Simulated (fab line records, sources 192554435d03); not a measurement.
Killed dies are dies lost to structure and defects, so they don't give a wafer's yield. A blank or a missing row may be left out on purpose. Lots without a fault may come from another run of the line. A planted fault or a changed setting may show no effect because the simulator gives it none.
fab line records | flow n5_finfet
record lots=5 wafers=14 last_day=18
route steps=1938 shown BEOL_M1@758 BEOL_M4@1111 PASSIVATION@1936
lots that met no fault: from a run of the same line without faults
start_h: hours from the record's first day to the start of the lot's first wafer shown | wait_h: hours since the lot's step before | " the same as in the row above | L1.1+2: a row that stands for several wafers | - no value, or no start given | * or withheld: withheld | < > ~ a bound
route shown NAME@n: a module of which the file shows steps, and the number in the route of the first | usual: mean/standard deviation of fault-free wafers | same: alike in all rows | chamber/n: place in a boat | sites: the reading at each site | _std_site: their standard deviation | _edge_site: outer sites' mean less inner sites' | radius_mm: how far each site lies from the wafer's centre | mask NAME#n: copy n | behind: the tool/chamber that last shaped the wafer | hold: why the lot was held/for how many hours/how that ended | device: the transistor (n, p or np) that didn't switch | end of line: the same wafers' tests at the end of the route | a step without rows: its recipe alone | killed: dies lost to structure and defects at the first sort, not the wafer's yield | map: a wafer's dies, x killed, . not, _ none there
set.NAME: the setting as run; set.NAME@STEP: as run at that earlier step | model.NAME: the simulator's own value behind a step, which no gauge read
lots at some steps of the route; a table a step, a row a wafer
services: from which hour (start_h, from the record's first day; less than 0 if before it) a tool's chamber was out of use, for how many hours, and why
## steps
# step N5_BEOL_M1_COAT_05
# recipe resist=CAR-EUV spin_rpm=1500 resist_thk_nm=30
# step N5_BEOL_M1_EBR_07
# recipe solvent=PGMEA ebr_width_mm=1.5
# step N5_BEOL_M1_SOFTBAKE_06
# recipe temp_c=110 time_s=60 resist=CAR-EUV
# step N5_BEOL_M1_EXPOSE_08
# recipe mask_id=M1 na=0.33 source_shape=dipole sigma_inner=0.369 sigma_outer=0.767 polarization=unpolarized dose_mj=33
# step N5_BEOL_M1_PEB_09
# recipe peb_temp_c=100 peb_time_s=60 resist=CAR-EUV
# step N5_BEOL_M1_DEVELOP_10
# recipe develop_time_s=30 developer=TMAH resist=CAR-EUV rinse_liquid=surfactant_rinse dry=air_spin dev_temp_c=23
# step N5_BEOL_M1_CD_MEAS_11
# recipe target_cd_nm=17.05 landing_energy_ev=500 detector=se_inlens polarity=opening
# usual cd_nm=16.98/0.27
# columns lot.wafer tool chamber start_h wait_h cd_nm
L141.1 cd_sem-03 0 147.20 - 16.92
L141.2 " 0 " " 16.82
L141.3 " 0 " " 16.51
L143.1 cd_sem-03 0 155.79 - 16.84
L143.3 " 0 " " 16.98
L143.5 " 0 " " 16.97
L157.1 cd_sem-02 0 237.49 - 16.65
L157.2 " 0 " " 17.53
L159.1 cd_sem-02 0 252.67 - 16.99
L159.3 " 0 " " 17.27
L159.4 " 0 " " 17.31
L161.3 cd_sem-01 0 262.64 - 17.22
L161.5 " 0 " " 17.13
L161.6 " 0 " " 17.24
# step N5_BEOL_M1_OVL_MEAS_12
# recipe points_per_wafer=522
# usual M1_OVL=-0.4/0.75
# same points_per_wafer=522
# columns lot.wafer tool chamber start_h wait_h M1_OVL[nm]
L141.1 overlay-02 0 147.23 0.0 -0.3
L141.2 " 0 " " -0.5
L141.3 " 0 " " -0.7
L143.1 overlay-01 0 155.82 0.0 -0.9
L143.3 " 0 " " -0.2
L143.5 " 0 " " -0.1
L157.1 overlay-02 0 237.52 0.0 -0.9
L157.2 " 0 " " -0.9
L159.1 overlay-02 0 252.70 0.0 -0.9
L159.3 " 0 " " -1.3
L159.4 " 0 " " 0.2
L161.3 overlay-01 0 262.68 0.0 0.4
L161.5 " 0 " " 0.5
L161.6 " 0 " " -0.9
# step N5_BEOL_M1_INSPECT_13
# recipe mode=adi inspect_instrument=brightfield
# usual raw_defect_count=434/100
# columns lot.wafer tool chamber start_h wait_h raw_defect_count
L141.1 defect_inspect-01 - 147.29 0.1 396
L141.2 " - " " 629
L141.3 " - " " 382
L143.1 defect_inspect-02 - 155.88 0.1 595
L143.3 " - " " 503
L143.5 " - " " 524
L157.1 defect_inspect-01 - 237.58 0.1 567
L157.2 " - " " 482
L159.1 defect_inspect-01 - 252.76 0.1 307
L159.3 " - " " 383
L159.4 " - " " 350
L161.3 defect_inspect-01 - 262.73 0.0 376
L161.5 " - " " 364
L161.6 " - " " 395
# step N5_BEOL_M1_DESCUM_16
# recipe chemistry=O2 time_s=7 source_power_w=50 bias_power_w=20 pressure_mtorr=20 rf_frequency_hz=2.712e+07 temp_c=40 resist=CAR-EUV o2_flow_sccm=225
# usual drypump_motor_current_A=5.8/0.35 o2_flow_sccm=225.1/0.58 oes_product_au=0.79/0.087 rf_vpp_V=243.3/1.2 showerhead_plenum_p_Torr=2.10/0.056 temp_c=40.00/0.11 throttle_valve_pct=20.4/0.31
# same time_s=7
# columns lot.wafer tool chamber start_h wait_h drypump_motor_current_A o2_flow_sccm oes_product_au rf_hours_counter_h rf_vpp_V showerhead_plenum_p_Torr temp_c throttle_valve_pct
L141.1 rie_diel-04 3 147.49 0.2 5.4 225.0 0.80 105 244.3 2.11 40.30 20.4
L141.2 " 1 " " 5.6 225.9 0.69 207 243.3 2.16 39.92 20.5
L141.3 " 2 " " 5.7 224.9 0.82 89 241.5 2.02 39.87 20.4
L143.1 rie_diel-06 2 156.29 0.4 5.2 225.0 0.84 72 243.5 2.12 39.89 20.6
L143.3 " 0 " " 5.7 224.2 0.70 221 243.6 2.17 40.05 20.5
L143.5 " 0 " " 5.8 225.0 0.70 - 244.0 2.17 40.07 20.5
L157.1 rie_diel-04 2 237.76 0.2 5.6 225.0 0.79 121 242.2 2.01 40.02 20.4
L157.2 " 1 " " 5.5 224.5 0.67 238 244.0 2.15 39.93 20.5
L159.1 rie_diel-06 1 252.79 0.0 5.9 224.7 0.68 238 241.0 2.07 39.95 21.0
L159.3 " 3 " " 5.8 225.3 0.88 29 244.2 2.13 40.00 20.0
L159.4 " 2 " " 5.2 225.3 0.81 99 244.5 2.11 40.13 20.7
L161.3 rie_diel-06 1 262.76 0.0 5.9 224.5 0.69 242 243.1 2.06 39.91 21.0
L161.5 " 2 " " 5.2 226.6 0.81 - 246.0 2.11 39.99 20.7
L161.6 " 1 " " 5.9 225.1 0.69 - 242.9 2.07 40.11 21.0
# step N5_BEOL_M1_ETCH_74
# recipe chemistry=N2/H2 target=underlayer target_depth_a=65 mask_material=CAR-EUV time_s=5.2 ion_energy_ev=200 pressure_mtorr=30 source_w=840 bias_w=150 n2_flow_sccm=200 h2_flow_sccm=200 ends=cleared
# usual drypump_motor_current_A=5.8/0.35 etch_rf_on_time_s=5.17/0.067 oes_product_au=0.68/0.073 rf_vpp_V=524.2/2.4 showerhead_plenum_p_Torr=2.55/0.067 throttle_valve_pct=17.9/0.32
# columns lot.wafer tool chamber start_h wait_h drypump_motor_current_A etch_rf_on_time_s oes_product_au rf_hours_counter_h rf_vpp_V showerhead_plenum_p_Torr throttle_valve_pct
L141.1 rie_diel-04 3 147.52 0.0 5.5 5.15 0.68 105 524.2 2.56 17.8
L141.2 " 1 " " 5.6 5.17 0.60 207 526.3 2.63 18.0
L141.3 " 2 " " 5.6 5.15 0.72 89 523.5 2.46 17.9
L143.1 rie_diel-06 2 156.33 0.0 5.2 5.21 0.70 72 523.6 2.58 18.0
L143.3 " 0 " " 5.8 5.32 0.59 221 529.6 2.62 17.9
L143.5 " 0 " " 5.8 5.28 0.59 - 526.8 2.62 17.9
L157.1 rie_diel-04 2 237.80 0.0 5.7 5.16 0.69 121 519.8 2.45 18.0
L157.2 " 1 " " 5.5 5.22 0.57 238 527.1 2.61 18.0
L159.1 rie_diel-06 1 252.83 0.0 5.9 5.29 0.59 238 521.2 2.50 18.4
L159.3 " 3 " " 5.8 5.09 0.75 29 525.6 2.59 17.5
L159.4 " 2 " " 5.2 5.14 0.68 99 523.9 2.56 18.1
L161.3 rie_diel-06 1 262.79 0.0 5.9 5.29 0.58 242 522.4 2.50 18.4
L161.5 " 2 " " 5.2 5.15 0.68 - 524.9 2.56 18.1
L161.6 " 1 " " 5.9 5.24 0.58 - 522.5 2.50 18.4
# step N5_BEOL_M1_ETCH_63
# recipe chemistry=CF4 target=SiARC target_depth_a=156 mask_material=CAR-EUV time_s=26 ion_energy_ev=80 pressure_mtorr=40 source_w=545 bias_w=36 Ar_flow_sccm=100 cf4_flow_sccm=100 ends=cleared
# usual drypump_motor_current_A=5.8/0.35 etch_rf_on_time_s=25.9/0.38 mfc_ar_sccm=100.03/0.29 oes_product_au=0.68/0.073 rf_vpp_V=184.2/1 showerhead_plenum_p_Torr=2.15/0.055 throttle_valve_pct=15.6/0.32
# columns lot.wafer tool chamber start_h wait_h drypump_motor_current_A etch_rf_on_time_s mfc_ar_sccm oes_product_au rf_hours_counter_h rf_vpp_V showerhead_plenum_p_Torr throttle_valve_pct
L141.1 rie_diel-04 3 147.54 0.0 5.5 25.9 99.96 0.69 105 184.2 2.16 15.6
L141.2 " 1 " " 5.5 25.8 99.69 0.59 207 184.9 2.21 15.7
L141.3 " 2 " " 5.7 25.8 100.07 0.72 89 181.9 2.08 15.5
L143.1 rie_diel-06 2 156.34 0.0 5.2 26.2 99.76 0.70 72 184.6 2.17 15.8
L143.3 " 0 " " 5.7 26.3 99.95 0.60 221 184.7 2.20 15.7
L143.5 " 0 " " 5.8 26.4 99.91 0.59 - 185.5 2.20 15.7
L157.1 rie_diel-04 2 237.81 0.0 5.6 25.8 99.35 0.68 121 183.0 2.07 15.6
L157.2 " 1 " " 5.5 26.1 99.69 0.58 238 184.4 2.20 15.7
L159.1 rie_diel-06 1 252.84 0.0 5.9 26.8 99.95 0.58 238 183.4 2.11 16.1
L159.3 " 3 " " 5.8 25.9 100.07 0.75 29 184.8 2.18 15.2
L159.4 " 2 " " 5.2 26.2 99.89 0.67 99 183.8 2.16 15.8
L161.3 rie_diel-06 1 262.81 0.0 5.9 26.4 99.68 0.59 242 183.1 2.11 16.1
L161.5 " 2 " " 5.2 26.0 99.75 0.68 - 182.9 2.16 15.8
L161.6 " 1 " " 5.9 26.7 100.01 0.58 - 184.0 2.11 16.1
# step N5_BEOL_M1_ETCH_64
# recipe chemistry=N2/H2 target=SOC target_depth_a=750 overetch_a=150 mask_material=SiARC temp_c=40 time_s=112.5 ion_energy_ev=200 pressure_mtorr=30 source_w=840 bias_w=150 n2_flow_sccm=200 h2_flow_sccm=200
# usual drypump_motor_current_A=5.8/0.35 oes_product_au=0.63/0.064 rf_vpp_V=524.0/2.1 showerhead_plenum_p_Torr=2.55/0.067 temp_c=40.01/0.11 throttle_valve_pct=17.9/0.32
# columns lot.wafer tool chamber start_h wait_h drypump_motor_current_A oes_product_au rf_hours_counter_h rf_vpp_V showerhead_plenum_p_Torr temp_c throttle_valve_pct model.SiARC_of_BEOL_M1_COAT_62.thk_nm
L141.1 rie_diel-04 3 147.57 0.0 5.5 0.63 105 523.8 2.56 39.87 17.7 6.8
L141.2 " 1 " " 5.5 0.55 207 526.6 2.63 39.92 18.0 6.8
L141.3 " 2 " " 5.6 0.65 90 521.9 2.47 40.12 17.9 6.8
L143.1 rie_diel-06 2 156.37 0.0 5.2 0.65 72 524.6 2.58 39.91 18.0 6.8
L143.3 " 0 " " 5.8 0.55 221 526.1 2.62 39.88 17.8 6.8
L143.5 " 0 " " 5.8 0.56 - 526.4 2.62 39.89 17.9 6.8
L157.1 rie_diel-04 2 237.84 0.0 5.7 0.65 121 520.5 2.45 40.10 18.0 7.2
L157.2 " 1 " " 5.6 0.53 238 525.5 2.61 40.16 18.0 7
L159.1 rie_diel-06 1 252.87 0.0 5.9 0.55 238 522.0 2.50 40.01 18.4 6.8
L159.3 " 3 " " 5.8 0.69 29 523.9 2.59 40.08 17.4 6.8
L159.4 " 2 " " 5.2 0.63 99 523.0 2.56 39.98 18.0 6.6
L161.3 rie_diel-06 1 262.84 0.0 5.9 0.54 242 521.7 2.50 40.14 18.4 6.8
L161.5 " 2 " " 5.2 0.64 - 523.1 2.56 39.85 18.1 6.6
L161.6 " 1 " " 5.9 0.55 - 522.7 2.50 40.04 18.4 6.8
# step N5_BEOL_M1_STRIP_65
# recipe chemistry=N2/H2 temp_c=40 n2_flow_sccm=200 h2_flow_sccm=200 rf_frequency_hz=6e+07
# step N5_BEOL_M4_RC_MEAS_101
# usual DIBL_N=36.5/1.4 DIBL_P=36.5/1.6 IOFF_N=0.163/0.022 IOFF_P=0.219/0.029 ION_N=675/8.3 ION_P=464/6.2 SS_N=71.5/0.52 SS_P=73.4/0.57 VT_N=249.7/2.6 VT_P=-250/3
# columns lot.wafer tool chamber start_h wait_h DIBL_N[mV/V] DIBL_P[mV/V] IOFF_N[nA/um] IOFF_P[nA/um] ION_N[uA/um] ION_P[uA/um] SS_N[mV/dec] SS_P[mV/dec] VT_N[mV] VT_P[mV]
L141.1 prober-02 0 195.64 0.0 34.3 35.7 0.124 0.181 667 457 70.7 73.1 254.2 -253
L141.2 " 0 " " 38.1 39.3 0.185 0.229 661 453 71.9 73.2 250.0 -252
L141.3 " 0 " " 35.3 36.6 0.140 0.191 664 461 70.8 72.3 252.1 -255
L143.1 prober-02 0 201.60 0.0 37.2 36.7 0.175 0.217 675 462 71.6 74.2 249.6 -253
L143.3 " 0 " " 36.6 35.0 0.162 0.191 679 463 71.9 73.3 253.3 -253
L143.5 " 0 " " 38.3 38.0 0.198 0.237 681 470 71.6 74.3 247.6 -250
L157.1 prober-02 0 285.77 0.0 37.2 37.0 0.176 0.219 682 461 71.7 73.5 249.3 -250
L157.2 " 0 " " 37.7 37.0 0.170 0.215 675 453 71.4 73.0 249.1 -250
L159.1 prober-01 0 298.21 0.0 36.8 37.1 0.175 0.198 666 450 71.4 73.8 251.3 -254
L159.3 " 0 " " 35.0 35.4 0.141 0.176 665 456 70.8 73.8 251.7 -255
L159.4 " 0 " " 34.0 34.5 0.126 0.160 660 454 71.0 73.5 253.9 -253
L161.3 prober-02 0 317.03 0.3 36.0 35.2 0.146 0.213 671 470 72.1 73.3 251.6 -248
L161.5 " 0 " " 36.0 35.6 0.148 0.219 673 463 71.5 73.5 250.7 -249
L161.6 " 0 " " 34.4 32.7 0.123 0.188 675 471 70.1 73.1 250.2 -250
# step N5_PASSIVATION_PROBE_49
# usual defect_limited_yield=91.2/1.6 killed_at_M0_to_M3=33/11 killed_at_M4_up=15/6.2 killed_at_contacts=15/7.1 killed_at_front_end=38/12 killed_at_other=4/3.5 killed_dies=104/19 killed_on_rim=14/4 killed_open=69/14 killed_short=34/8.5 sort_bin_5_function=5.2/0.99 sort_bin_6_memory=3.3/0.77 sort_n_pass=1076/19 sort_yield_pct=91.2/1.6
# same gross_dies=1180 killed_at_back_side=0 sort_bin_4_leakage[%]=0 sort_bin_8_speed[%]=0
# columns lot.wafer tool chamber start_h wait_h defect_limited_yield[%] killed_at_M0_to_M3 killed_at_M4_up killed_at_contacts killed_at_front_end killed_at_other killed_dies killed_on_rim killed_open killed_short sort_bin_5_function[%] sort_bin_6_memory[%] sort_n_pass sort_yield_pct[%]
L157.1 prober-02 - 387.40 0.0 91.3 28 9 7 49 10 103 8 63 40 4.5 3.8 1077 91.3
L157.2 prober-02 - 387.45 0.1 91.4 27 13 11 46 4 101 17 65 35 4.7 3.4 1079 91.4
# killed by level:class
L157.1 STI_FIN_REVEAL:geometric_particle:open=15 FIN_SAQP:geometric_particle:short=11 FIN_SAQP:geometric_particle:open=7 BEOL_M2:geometric_particle:open=7 BEOL_M1:geometric_particle:open=6 BEOL_M0_SAQP:geometric_particle:open=5 MOL_CONTACT_COAG:geometric_particle:open=4 BEOL_M0_SAQP:geometric_particle:short=4
L157.2 MOL_CONTACT_COAG:geometric_particle:open=9 FIN_SAQP:geometric_particle:short=8 STI_FIN_REVEAL:geometric_particle:open=8 BEOL_M1:geometric_particle:open=7 DUMMY_GATE:geometric_particle:open=6 BEOL_M0_SAQP:geometric_particle:open=6 FIN_SAQP:geometric_particle:open=5 BEOL_M0_SAQP:geometric_particle:short=5
## services
# columns tool chamber start_h hours kind
rie_diel-06 3 138.00 - clean
rie_diel-06 3 138.00 - consumable_replace:focus_ring
rie_diel-06 3 138.00 20.4 scheduled_down
rie_diel-06 3 138.00 20.4 vent_cycle
rie_diel-04 1 139.91 2.5 repair
rie_diel-04 - 163.06 1.1 repair
rie_diel-04 0 170.61 - clean
rie_diel-04 0 170.61 - consumable_replace:focus_ring
rie_diel-04 0 170.61 19.5 scheduled_down
rie_diel-04 0 170.61 19.5 vent_cycle
rie_diel-04 3 206.29 13.1 repair
rie_diel-06 0 255.87 - clean
rie_diel-06 0 255.87 - consumable_replace:focus_ring
rie_diel-06 0 255.87 11.8 scheduled_down
rie_diel-06 0 255.87 11.8 vent_cycle
## key
first_sign none at tools or gauges
model_effect step=N5_BEOL_M1_ETCH_64 value=SiARC_of_BEOL_M1_COAT_62.thk_nm without=6.8 struck=7.2
met_at N5_BEOL_M1_ETCH_64
struck_wafers L157.1
onset_between 147.57 237.84
fault kind=process_parameter_drift tool=rie_diel-04 chamber=- onset_h=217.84 steps=N5_BEOL_M1_ETCH_64 channel=time_s offset=* shape=step end_h=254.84 scope=struck_wafers_only acts_in=* stated=*
